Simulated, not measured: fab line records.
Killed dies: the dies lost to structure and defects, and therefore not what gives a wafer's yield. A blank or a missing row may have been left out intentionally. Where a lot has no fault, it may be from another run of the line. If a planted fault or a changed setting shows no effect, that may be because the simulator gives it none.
Chamber matching    flow nandHarc    NHARC_A_WL_FILL_ETCHBACK_26 on rieSi-04: 3 sister chambers
The step etches the open film in HBr, target depth 52 nm, time 13.3 s. 14 wafers are shown with their chamber, then 5 later ones without.

EACH WAFER AND ITS CHAMBER
wafer   chamber  throttleValvePct (%)  oesProductAu (a.u.)
L075.3  3        23.263                0.985
L075.4  2        23.251                0.988
L075.5  1        23.277                0.990
L077.1  3        23.274                0.996
L077.2  1        23.267                0.997
L077.4  2        23.259                0.993
L079.1  1        23.265                1.004
L079.3  2        23.265                0.998
L079.5  2        23.263                0.995
L087.2  1        23.269                1.011
L087.4  2        23.276                1.004
L087.6  3        23.259                0.999
L090.1  2        23.266                0.994
L090.2  3        23.234                0.992

SIGNATURES (averages over the wafers above)
reading           chamber 1  chamber 2  chamber 3  scatter within a chamber
throttleValvePct  23.26950   23.26333   23.25750   0.0108
oesProductAu      1.00050    0.99533    0.99300    0.00673
Rule: for each reading, subtract the chamber's mean from the wafer's reading, divide by that reading's scatter and square the result; add these up over the readings and take the root, which gives the wafer's distance from the chamber. The wafer belongs to the nearest chamber; if the next one is less than 2 further off, it can't be placed. The scatter: take each reading less its chamber's mean, square it, sum over the shown wafers, divide by the number of wafers less the number of chambers, and take the root.

WAFERS MISSING THEIR CHAMBER
wafer   throttleValvePct (%)  oesProductAu (a.u.)
L092.4  23.263                1.004
L092.5  23.261                0.989
L092.6  23.263                1.002
L096.5  23.257                1.006
L096.6  23.276                1.009

WHICH CHAMBER EACH WENT THROUGH
wafer   from the rows above           in truth
L092.4  can't be placed: 1 or 2 or 3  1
L092.5  can't be placed: 3 or 2 or 1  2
L092.6  can't be placed: 1 or 2 or 3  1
L096.5  can't be placed: 1 or 2 or 3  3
L096.6  can't be placed: 1 or 2 or 3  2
Correct placement for 0 of the 5. Can't be placed from these rows: 5 (the true chamber is among the candidates in 5). Placed wrongly: 0.
